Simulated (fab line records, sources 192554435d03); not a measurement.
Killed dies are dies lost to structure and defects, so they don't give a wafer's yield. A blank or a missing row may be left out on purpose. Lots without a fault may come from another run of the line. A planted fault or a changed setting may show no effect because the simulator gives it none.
A struck lot beside a sound one | flow n5_finfet | 17 steps out of a route of 1938
Sound: wafers L403.2, L403.5, L403.6. Struck: wafers L408.1, L408.3, L408.6. The cause comes at the end.
At each step with rows: each side's tool, then ch and its chambers, then its first start. Under that, the readings that differ: sound wafers | struck wafers | difference of the means | sigmas: that difference in standard deviations of wafers without a fault.
alike: readings whose means differ by less than 2 such deviations, and words and numbers that are the same on both sides. not compared: withheld readings, readings that some wafer has no value for, bounds like >300 that may hide the same value, and numbers for which the record gives no deviation and whose values overlap.
The two part at a step that has a row with sigmas, a row that says differs or no value, or rows on one side only. Numbers that don't overlap but have no deviation are shown without sigmas and don't part them. A reading that every wafer of one side lacks parts them only if that side has two wafers or more.

first, 11 steps without rows for these wafers: N5_DUMMY_GATE_ETCH_36 (etches SiARC in CF4, target depth 13 nm); N5_DUMMY_GATE_ETCH_37 (etches SOC in N2/H2, target depth 60 nm, overetch 30 nm); N5_DUMMY_GATE_STRIP_38 (strips in N2/H2); N5_DUMMY_GATE_STRIP_39 (strips in N2/H2); N5_DUMMY_GATE_TRIM_49 (chemistry O2, time 29 s, target cd 14 nm); N5_DUMMY_GATE_STRIP_40 (strips in CF4); N5_DUMMY_GATE_ETCH_31 (etches SiO2 in C4F6/O2, target depth 82.5 nm, time 27.5 s); N5_DUMMY_GATE_STRIP_41 (strips in O2); N5_DUMMY_GATE_HM_OPEN_21 (chemistry CH3F/O2, target SiNx, target depth 120 nm, time 171.4 s); N5_DUMMY_GATE_ETCH_32 (etches SiO2 in CF4, target depth 3.5 nm, time 3.9 s); N5_DUMMY_GATE_ETCH_23 (etches poly-Si in HBr/Cl2/O2, target depth 41 nm, time 22.3 s).
N5_DUMMY_GATE_ETCH_44: etches poly-Si in HBr/O2, stops on SiO2, target depth 127.5 nm.
  sound on rie_si-04 ch 0,1,2, day 4 12:10; struck on rie_si-01 ch 0,2,3, day 5 20:10
  no value came back on the struck wafers for any of 5 readings (HBr_flow_sccm (sccm), O2_flow_sccm (sccm) and others); on the sound wafers HBr_flow_sccm (sccm) reads 119.1 120.3 119.3
  reading                     | sound        | struck         | difference | sigmas
  model.DUMMY_GATE.cd_nm (nm) | 14.8 15 15.2 | 13.6 14.2 14.4 | -0.9       |
  not compared: rf_hours_counter_h
N5_DUMMY_GATE_CD_MEAS_24: target cd 15 nm.
  sound on cd_sem-01, day 4 12:17; struck on cd_sem-03, day 5 20:16
  reading    | sound          | struck         | difference | sigmas
  cd_nm (nm) | 14.9 15.3 15.4 | 13.5 14.3 14.1 | -1.2       | -4
N5_DUMMY_GATE_ETCH_42: etches SiO2 in CHF3/O2, target depth 3.5 nm, time 31 s.
  sound on rie_diel-02 ch 0,3, day 4 12:20; struck on rie_diel-05 ch 0,3, day 5 20:19
  reading                     | sound        | struck         | difference | sigmas
  model.DUMMY_GATE.cd_nm (nm) | 14.8 15 15.2 | 13.6 14.4 14.4 | -0.9       |
  alike: CHF3_flow_sccm, O2_flow_sccm, drypump_motor_current_A, oes_ar_750_au, oes_product_au, rf_vpp_V, showerhead_plenum_p_Torr, throttle_valve_pct
  not compared: rf_hours_counter_h
then, 1 step without rows for these wafers: N5_DUMMY_GATE_STRIP_48 (strips in N2/H2, time 20 s).
N5_BEOL_M4_RC_MEAS_101:
  the record has rows for the sound wafers here (prober-01 ch 0, day 9 07:14) and none for the struck ones
-- the record jumps here: 9 days lie between the struck wafers' starts before and after (it left off in module BEOL_M4 and takes up again in module PASSIVATION, whose first step shown is number 1936 of the route) --
N5_PASSIVATION_PROBE_49:
  sound on prober-01, day 13 22:50; struck on prober-02, day 15 05:36
  reading                  | sound | struck         | difference | sigmas
  defect_limited_yield (%) | 87.8  | 0 0 0          | -88        | -55
  killed_at_contacts       | 5     | 13 15 22       | +12        | +2
  killed_at_front_end      | 62    | 1093 1085 1103 | +1032      | +79
  killed_dies              | 144   | 1180 1180 1180 | +1036      | +55
  killed_on_rim            | 20    | 152 152 152    | +132       | +31
  sort_bin_5_function (%)  | 7.9   | 95.9 95.8 95.8 | +87.9      | +80
  sort_n_pass              | 1036  | 0 0 0          | -1036      | -55
  sort_yield_pct (%)       | 87.8  | 0 0 0          | -88        | -55
  alike: killed_at_M0_to_M3, killed_at_M4_up, killed_at_other, killed_open, killed_short, sort_bin_6_memory

WHERE THEY PART
First at N5_DUMMY_GATE_ETCH_44; last, within this record, at N5_PASSIVATION_PROBE_49.

WHY: what the simulator had put in
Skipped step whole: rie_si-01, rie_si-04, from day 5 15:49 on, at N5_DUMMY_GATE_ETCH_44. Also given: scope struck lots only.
